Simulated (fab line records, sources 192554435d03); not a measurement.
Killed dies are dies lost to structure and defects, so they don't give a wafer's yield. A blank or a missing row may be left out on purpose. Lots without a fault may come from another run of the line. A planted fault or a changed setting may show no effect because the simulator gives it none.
Chamber matching | flow n5_finfet | N5_SPACER0_ALD_08 on ald_sin-04: 4 sister chambers
The step deposits SiNx, target thk 2 nm. 8 wafers are shown with their chamber, then 7 later ones without.

WAFERS WITH THEIR CHAMBER
wafer  | chamber | heater_power_w (W)
L074.6 | 3       | 728
L083.1 | 2       | 923
L083.6 | 1       | 932
L086.1 | 0       | 988
L086.2 | 1       | 948
L086.6 | 0       | 1009
L088.1 | 3       | 716
L088.3 | 2       | 949

WAFERS WITHOUT THEIR CHAMBER
wafer  | heater_power_w (W)
L088.5 | 710
L089.1 | 972
L089.5 | 946
L089.6 | 983
L094.1 | 952
L094.4 | 718
L094.5 | 980

WHICH CHAMBER EACH WENT THROUGH
wafer  | from the rows above          | in truth
L088.5 | 3                            | 3
L089.1 | can't be placed: 0 or 1 or 2 | 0
L089.5 | can't be placed: 1 or 2      | 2
L089.6 | can't be placed: 0 or 1      | 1
L094.1 | can't be placed: 1 or 2      | 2
L094.4 | 3                            | 3
L094.5 | can't be placed: 0 or 1 or 2 | 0
Placed correctly: 2 of 7. Can't be placed from these rows: 5 (the true chamber is among the candidates in 5). Placed wrongly: 0.
How it was worked out, from the rows above alone: a wafer's distance from a chamber is the root of the sum, over the readings, of the square of ((its reading less the chamber's mean) divided by the reading's scatter). The wafer belongs to the nearest chamber; if the next one is less than 2 further off, it can't be placed. A chamber's mean is the mean of its shown wafers. The scatter: the root of (the sum of the squares of (reading less its chamber's mean) over the shown wafers, divided by (wafers less chambers)).
